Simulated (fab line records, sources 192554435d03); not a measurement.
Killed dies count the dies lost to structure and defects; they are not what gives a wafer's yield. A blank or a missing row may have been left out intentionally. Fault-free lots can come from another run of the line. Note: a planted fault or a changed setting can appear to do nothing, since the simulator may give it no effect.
The same fault as seen by 2 desks + flow n5 finfet + each desk holds nothing but its own numbers, with what lay behind them at the end

## THE METROLOGY DESK
What the gauges read, lot by lot, whatever tool the lot ran on: means of the sampled wafers that have a number. A lot is out of limits, marked OUT, if its mean lies more than 4 standard deviations from the usual mean; the brackets give that distance.
Columns: A = cd nm at N5_BEOL_M13_CD_MEAS_17, usual 189.7 nm; B = V13_OVL at N5_BEOL_M14_OVL_MEAS_11, usual 2 nm
| lot  | first seen here | A     | B  |
|------|-----------------|-------|----|
| L717 | day 11 01:19    | 190.6 | 4  |
| L719 | day 11 13:59    | 187.7 | -2 |
| L718 | day 11 16:20    | 187.8 | -9 |
| L722 | day 12 15:56    | 190.3 | 6  |
| L725 | day 13 00:17    | 190.2 | 0  |
| L728 | day 14 00:08    | 189.6 | -8 |
| L731 | day 14 06:15    | 189.1 | 1  |
| L733 | day 15 07:01    | 190.2 | -1 |
| L734 | day 15 10:52    | 188.7 | 0  |
| L737 | day 16 12:04    | 190.7 | 2  |
| L738 | day 17 01:18    | 190.8 | 1  |
This desk's finding: nothing out of limits on any of the 11 lots.

## THE DEFECT DESK
Per lot, the means of the sampled wafers with a number show what the inspections along the route counted. A lot is out of limits, marked OUT, if its mean lies more than 4 standard deviations from the usual mean; the brackets give that distance.
Columns: A = raw defect count at N5_BEOL_M13_INSPECT_55, usual 76
| lot  | first seen here | A             |
|------|-----------------|---------------|
| L717 | day 11 06:52    | 83            |
| L719 | day 11 17:38    | 69            |
| L718 | day 12 01:06    | 58            |
| L722 | day 12 21:04    | 484 (+16) OUT |
| L725 | day 13 06:38    | 88            |
| L728 | day 14 02:57    | 504 (+16) OUT |
| L731 | day 14 11:04    | 73            |
| L733 | day 15 10:13    | 54            |
| L734 | day 15 15:47    | 52            |
| L737 | day 16 19:52    | 54            |
| L738 | day 17 04:48    | 107           |
This desk's finding: out of limits on L722, L728; first on L722, day 12 21:04 (raw defect count at N5_BEOL_M13_INSPECT_55). L717, L719, L718, L725, L731, L733, L734, L737, L738: within limits.

## ALL TOGETHER
The defect desk could have raised an alarm at day 12 21:04, on L722, L728.
Nothing out of limits was seen by the metrology desk.
The metrology desk holds a record of L722, L728, inside its limits.
Of the lots named, all ran N5_BEOL_M13_PRE_CLEAN_52 on pecvd-03.

## WHAT HAD BEEN PUT IN BY THE SIMULATOR
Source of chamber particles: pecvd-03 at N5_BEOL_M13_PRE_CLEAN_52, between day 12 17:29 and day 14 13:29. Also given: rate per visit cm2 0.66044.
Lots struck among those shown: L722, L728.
Hours from the fault's start to each desk's first reading out of limits: the defect desk, 4.
